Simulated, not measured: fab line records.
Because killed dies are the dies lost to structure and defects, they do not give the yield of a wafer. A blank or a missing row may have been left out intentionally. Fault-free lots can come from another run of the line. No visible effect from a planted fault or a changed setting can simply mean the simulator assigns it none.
Matching of chambers -- flow nand harc -- NHARC_A_STAIRCASE_TRIM_196 on rie diel-02 has 4 sister chambers
The step chemistry O2, time 211.2 s. 20 wafers are shown with their chamber, then 10 later ones without.

EACH WAFER AND ITS CHAMBER
wafer,chamber,drypump motor current A (A),showerhead plenum p Torr (Torr),rf vpp V (V)
L075.1,0,4.9,3.79,58.2
L075.2,1,5.2,3.34,56.9
L075.4,3,6.7,3.38,56.7
L082.2,2,6.5,3.60,57.9
L082.3,3,6.6,3.38,57.0
L082.6,0,4.9,3.78,58.0
L082.1,1,5.2,3.34,57.4
L082.4,0,4.9,3.78,58.8
L082.5,3,6.6,3.38,57.3
L083.1,2,6.5,3.60,58.2
L083.2,0,4.9,3.78,57.9
L083.5,0,4.9,3.78,57.4
L087.1,1,5.2,3.34,56.2
L087.2,3,6.6,3.37,56.3
L087.3,2,6.5,3.60,59.0
L092.2,0,4.9,3.77,59.3
L092.4,3,6.6,3.37,57.0
L092.5,1,5.2,3.33,57.6
L093.2,3,6.6,3.36,56.6
L093.3,2,6.5,3.59,57.8

SIGNATURES (averages over the wafers above)
reading,chamber 0,chamber 1,chamber 2,chamber 3,scatter within a chamber
drypump motor current A,4.900,5.200,6.500,6.617,0.0228
showerhead plenum p Torr,3.7800,3.3375,3.5975,3.3733,0.00654
rf vpp V,58.267,57.025,58.225,56.817,0.559
Rule: a wafer lies at a distance from a chamber equal to the root of the sum of squares, over the readings, of (its reading less the chamber's mean, divided by the reading's scatter). If the next closest chamber is less than 2 further off than the closest, the wafer can't be placed; otherwise it belongs to the closest. The scatter: take each reading less its chamber's mean, square it, sum over the shown wafers, divide by the number of wafers less the number of chambers, and take the root.

WAFERS WHOSE CHAMBER IS MISSING
wafer,drypump motor current A (A),showerhead plenum p Torr (Torr),rf vpp V (V)
L093.5,5.2,3.33,56.7
L095.1,6.5,3.59,56.7
L095.4,4.9,3.77,58.7
L095.6,6.5,3.59,57.4
L097.2,4.9,3.77,58.4
L097.3,6.5,3.59,59.5
L097.5,6.6,3.36,56.9
L097.1,6.6,3.36,56.8
L097.4,5.2,3.33,57.1
L097.6,6.6,3.59,58.3

CHAMBER TAKEN BY EACH
wafer,from the rows above,in truth
L093.5,1,1
L095.1,2,2
L095.4,0,0
L095.6,2,2
L097.2,0,0
L097.3,2,2
L097.5,3,3
L097.1,3,3
L097.4,1,1
L097.6,2,2
Placed correctly: 10 of 10. Left unplaced by these rows: 0. 0 placed wrongly.
